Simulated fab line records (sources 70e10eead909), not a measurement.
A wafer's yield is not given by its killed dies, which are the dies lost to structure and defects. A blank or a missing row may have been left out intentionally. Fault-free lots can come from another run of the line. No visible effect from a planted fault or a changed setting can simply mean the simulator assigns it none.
fab line records | flow nand-harc
record: lots: 6 wafers: 16 last-day: 33
route steps=1302 shown A_SGD_CUT@893
lots that met no fault: from a run of the same line without faults
start-h: hours from the record's first day to the start of the lot's first wafer shown | wait-h: how many hours have passed since the lot's step before this one | " unchanged from the row above | L1.1+2: several wafers, shown together as one row | - no value, or no start given | * or withheld: withheld | < > ~ a bound
route shown NAME@n: a module of which the file shows steps, and the number in the route of the first | usual: mean and standard deviation over wafers with no fault | same: alike in all rows | chamber/n: place in a boat | sites: per-site readings | _std_site: their standard deviation | _edge_site: mean of outer sites minus mean of inner sites | radius-mm: for every site, how far away it sits from the centre of the wafer | mask NAME#n: copy n | behind: the last tool/chamber to shape the wafer | hold: why the lot went on hold/how many hours it stayed there/how the hold came to an end | device: names the non-switching transistor (n, p or np) | end of line: the route-end tests of the same wafers | a step without rows: its recipe alone | killed: dies lost to structure and defects at the first sort, not the wafer's yield | map: the dies of a wafer, with x for killed, . for not killed, _ for no die there
set.NAME: the run value of the setting; set.NAME@STEP: its run value at that earlier step | model.NAME: the simulator's own value behind a step, which no gauge read
a table for each step, a row for each wafer; lots at some steps of the route
services: a tool's chamber out of use, with start hour (start-h, from the record's first day; less than 0 if before it), hours out, and reason
== steps ==
step: NHARC_A_SGD_CUT_COAT_56
recipe: temp-c: 260 time-s: 75
step: NHARC_A_SGD_CUT_COAT_57
recipe: temp-c: 225 time-s: 65
step: NHARC_A_SGD_CUT_COAT_03
recipe: spin-rpm: 1500 resist-thk-nm: 90
step: NHARC_A_SGD_CUT_SOFTBAKE_04
recipe: temp-c: 105 time-s: 55
step: NHARC_A_SGD_CUT_EBR_05
step: NHARC_A_SGD_CUT_EXPOSE_06
recipe: na: 1.35 dose-mj: 85.59 mask-id: SGD
step: NHARC_A_SGD_CUT_PEB_07
recipe: peb-temp-c: 100 peb-time-s: 65
step: NHARC_A_SGD_CUT_DEVELOP_08
recipe: develop-time-s: 35 dev-temp-c: 23
step: NHARC_A_SGD_CUT_CD_MEAS_09
recipe: target-cd-nm: 100 landing-energy-ev: 500
usual: cd-nm: 100.1/0.51
columns lot.wafer tool chamber start-h wait-h cd-nm
L268.1 cd-sem-03 0 531.37 - 99.9
L268.3 " 0 " " 99.7
L268.4 " 0 " " 99.9
L267.3 cd-sem-01 0 531.53 - 100.1
L267.6 " 0 " " 99.1
L270.5 cd-sem-01 0 552.56 - 100.8
L270.6 " 0 " " 101.2
L275.4 cd-sem-01 0 609.99 - 100.0
L275.5 " 0 " " 100.1
L275.6 " 0 " " 100.2
L278.1 cd-sem-03 0 624.12 - 99.6
L278.5 " 0 " " 99.8
L278.6 " 0 " " 99.0
L280.3 cd-sem-02 0 642.07 - 99.9
L280.5 " 0 " " 100.2
L280.6 " 0 " " 100.1
step: NHARC_A_SGD_CUT_OVL_MEAS_10
usual: overlay-x-nm: -0.1/0.87 overlay-y-nm: -0.1/0.83
columns lot.wafer tool chamber start-h wait-h overlay-x-nm overlay-y-nm
L268.1 overlay-02 - 531.46 - 1.0 -0.7
L268.3 " - " " 0.9 -0.9
L268.4 " - " " 0.4 -0.8
L267.3 overlay-01 - 531.62 - 0.1 -0.3
L267.6 " - " " 0.2 -0.4
L270.5 overlay-02 - 552.64 - -0.8 -0.7
L270.6 " - " " -0.2 -0.6
L275.4 overlay-02 - 610.07 - -0.1 -0.8
L275.5 " - " " 0.6 -0.8
L275.6 " - " " 0.5 0.1
L278.1 overlay-01 - 624.21 - -0.2 0.9
L278.5 " - " " -0.3 1.5
L278.6 " - " " -1.1 0.4
L280.3 overlay-01 - 642.15 - 0.5 -0.7
L280.5 " - " " 0.3 -0.4
L280.6 " - " " 0.1 0.3
step: NHARC_A_SGD_CUT_INSPECT_11
usual: raw-defect-count: 59/24
columns lot.wafer tool chamber start-h wait-h raw-defect-count
L268.1 defect-inspect-02 - 531.50 0.0 39
L268.3 " - " " 23
L268.4 " - " " 29
L267.3 defect-inspect-02 - 531.65 0.0 73
L267.6 " - " " 61
L270.5 defect-inspect-02 - 552.67 0.0 67
L270.6 " - " " 62
L275.4 defect-inspect-01 - 610.11 0.0 53
L275.5 " - " " 56
L275.6 " - " " 51
L278.1 defect-inspect-01 - 624.24 0.0 82
L278.5 " - " " 67
L278.6 " - " " 85
L280.3 defect-inspect-01 - 642.19 0.0 70
L280.5 " - " " 83
L280.6 " - " " 71
step: NHARC_A_SGD_CUT_DESCUM_14
recipe: time-s: 3 o2-flow-sccm: 200 ar-flow-sccm: 0 bias-power-w: 0 chemistry: O2
usual: drypump-motor-current-A: 5.64/0.24 oes-product-au: 0.998/0.0074 rf-vpp-V: 57.8/0.82 showerhead-plenum-p-Torr: 1.92/0.066 throttle-valve-pct: 11.312/0.0086
same: time-s: 3
columns lot.wafer tool chamber start-h wait-h drypump-motor-current-A oes-product-au rf-hours-counter-h rf-vpp-V showerhead-plenum-p-Torr throttle-valve-pct
L268.3 rie-diel-03 2 531.56 0.1 6.00 1.010 6 57.5 1.99 11.315
L268.1 " 0 " " 5.62 0.988 6 58.1 2.03 11.315
L268.4 " 1 " " 5.50 1.019 3 57.7 1.83 11.317
L267.3 rie-diel-05 0 531.74 0.1 5.63 0.994 8 59.3 1.99 11.305
L267.6 " 2 " " 5.58 1.003 - 58.4 2.00 11.297
L270.5 rie-diel-05 1 552.78 0.1 5.39 0.999 - 57.8 1.91 11.295
L270.6 " 3 " " 5.40 1.000 - 57.4 1.93 11.316
L275.4 rie-diel-10 1 610.17 0.1 5.84 1.013 0 56.9 1.86 11.301
L275.5 " 1 " " 5.84 1.003 - 56.6 1.86 11.302
L275.6 " 2 " " 6.26 0.998 - 57.6 1.79 11.312
L278.1 rie-diel-05 1 624.32 0.1 5.42 1.000 1 57.6 1.91 11.313
L278.6 " 3 " " 5.37 0.995 - 56.7 1.93 11.322
L278.5 " 0 " " 5.63 0.997 - 56.8 1.99 11.317
L280.3 rie-diel-10 1 642.26 0.1 5.84 1.001 2 56.6 1.86 11.326
L280.6 " 0 " " 5.56 0.991 - 57.9 1.87 11.312
L280.5 " 1 " " 5.84 1.003 - 57.1 1.86 11.322
step: NHARC_A_SGD_CUT_ETCH_58
recipe: target-depth-a: 390 over-etch-frac: 0.3 time-s: 65 ion-energy-ev: 80 cf4-flow-sccm: 150 ar-flow-sccm: 0 rf-w: 300 bias-w: 100 chemistry: CF4
usual: drypump-motor-current-A: 5.65/0.25 oes-product-au: 0.996/0.0074 rf-vpp-V: 151.3/1.1 showerhead-plenum-p-Torr: 1.78/0.059 throttle-valve-pct: 13.284/0.0099
same: time-s: 65
columns lot.wafer tool chamber start-h wait-h drypump-motor-current-A oes-product-au rf-hours-counter-h rf-vpp-V showerhead-plenum-p-Torr throttle-valve-pct
L268.4 rie-diel-03 1 531.65 0.1 5.48 1.020 3 149.6 1.70 13.277
L268.1 " 2 " " 5.97 1.006 6 151.4 1.84 13.269
L268.3 " 3 " " 5.60 1.011 7 151.5 1.74 13.272
L267.3 rie-diel-05 0 531.81 0.1 5.64 0.998 8 152.8 1.83 13.288
L267.6 " 3 " " 5.38 0.815 - 150.6 1.79 13.282
L270.6 rie-diel-05 1 552.86 0.1 5.44 0.809 - 153.0 1.77 13.274
L270.5 " 0 " " 5.65 0.798 - 152.6 1.83 13.287
L275.4 rie-diel-10 0 610.27 0.1 5.56 0.994 0 150.1 1.73 13.293
L275.6 " 1 " " 5.84 0.999 - 151.0 1.72 13.285
L275.5 " 2 " " 6.28 0.997 - 149.7 1.66 13.282
L278.1 rie-diel-05 2 624.41 0.1 5.54 0.995 1 150.9 1.84 13.277
L278.5 " 3 " " 5.40 1.000 - 151.6 1.79 13.297
L278.6 " 0 " " 5.65 0.983 - 153.6 1.83 13.286
L280.3 rie-diel-10 3 642.34 0.1 5.55 0.989 3 151.7 1.80 13.298
L280.6 " 2 " " 6.29 0.997 - 149.9 1.66 13.268
L280.5 " 3 " " 5.57 0.985 - 150.5 1.80 13.285
step: NHARC_A_SGD_CUT_ETCH_59
recipe: target-depth-a: 2600 over-etch-frac: 0.25 time-s: 406.25 ion-energy-ev: 200 n2-flow-sccm: 150 h2-flow-sccm: 150 ar-flow-sccm: 0 rf-w: 400 bias-w: 150 chemistry: N2/H2
usual: drypump-motor-current-A: 5.66/0.26 oes-product-au: 0.998/0.0067 rf-vpp-V: 430.8/2.2 showerhead-plenum-p-Torr: 2.05/0.075 throttle-valve-pct: 14.173/0.0092
same: time-s: 406.25
columns lot.wafer tool chamber start-h wait-h drypump-motor-current-A oes-product-au rf-hours-counter-h rf-vpp-V showerhead-plenum-p-Torr throttle-valve-pct
L268.1 rie-diel-03 2 - - 6.00 0.997 6 432.8 2.13 14.160
L268.4 " 3 " " 5.65 1.006 7 429.8 2.00 14.167
L268.3 " 1 " " 5.49 1.015 3 428.2 1.95 14.178
L267.3 rie-diel-05 2 - - 5.63 1.008 8 434.4 2.13 14.185
L267.6 " 3 " " 5.40 0.986 - 431.9 2.06 14.178
L270.6 rie-diel-05 0 - - 5.64 0.996 - 432.5 2.12 14.181
L270.5 " 1 " " 5.46 0.995 - 430.1 2.04 14.177
L275.4 rie-diel-10 2 - - 6.31 1.000 0 426.7 1.91 14.170
L275.5 " 1 " " 5.83 1.006 - 427.5 1.98 14.181
L275.6 " 2 " " 6.29 0.997 - 426.1 1.91 14.181
L278.1 rie-diel-05 3 - - 5.38 0.989 1 430.8 2.06 14.169
L278.6 " 3 " " 5.41 0.988 - 430.4 2.06 14.181
L278.5 " 0 " " 5.65 0.991 - 433.6 2.12 14.175
L280.3 rie-diel-10 3 - - 5.58 0.991 3 431.9 2.08 14.174
L280.6 " 3 " " 5.58 0.991 - 432.2 2.08 14.174
L280.5 " 0 " " 5.55 0.997 - 429.6 1.99 14.172
== services ==
columns tool chamber start-h hours kind
rie-diel-03 2 513.03 1.7 repair
rie-diel-05 0 513.60 - clean
rie-diel-05 1 513.60 - clean
rie-diel-05 2 513.60 - clean
rie-diel-05 3 513.60 - clean
rie-diel-10 3 521.30 9.5 repair
rie-diel-10 2 534.59 5.0 repair
rie-diel-05 0 538.10 - clean
rie-diel-05 1 538.10 - clean
rie-diel-05 2 538.10 - clean
rie-diel-05 3 538.10 - clean
rie-diel-05 2 540.92 19.4 repair
rie-diel-05 0 562.60 - clean
rie-diel-05 1 562.60 - clean
rie-diel-05 2 562.60 - clean
rie-diel-05 3 562.60 - clean
rie-diel-05 0 571.34 4.4 repair
rie-diel-10 3 574.85 7.8 repair
rie-diel-05 2 576.37 7.3 repair
rie-diel-03 3 578.82 7.4 repair
rie-diel-05 - 583.60 9.0 pm
rie-diel-10 - 596.50 9.0 pm
rie-diel-05 3 628.01 9.5 repair
rie-diel-03 - 635.32 9.0 pm
== key ==
first-sign: step: NHARC_A_SGD_CUT_ETCH_58 reading: oes-product-au direction: down sigmas: 26 usual: 0.996 struck: 0.807
effect none on later readings
met-at NHARC_A_SGD_CUT_ETCH_58
struck-wafers L267.6,L270.5,L270.6
later-rows-left-out L267.6,L270.5,L270.6
sort-left-out L267.6,L270.5,L270.6
tester-left-out L267,L270
fault: kind: process-parameter-drift tool: rie-diel-05 chamber: - onset-h: 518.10 steps: NHARC_A_SGD_CUT_ETCH_58 channel: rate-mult offset: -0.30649 shape: step end-h: 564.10 scope: struck-wafers-only
tester-left-out: of these lots the tester's yield and bins aren't shown, on N5 and GAA mostly nor the transistor test; their killed dies are dies lost to structure and defects alone, not to doping, threshold or leakage, so they don't give the yield
sort-left-out: the simulated sort isn't trusted on such a fault, so these wafers' sort isn't shown, and their yield isn't known
later-rows-left-out: the simulator's readings of these wafers behind a module that went badly wrong aren't trusted and aren't shown, but for the sort
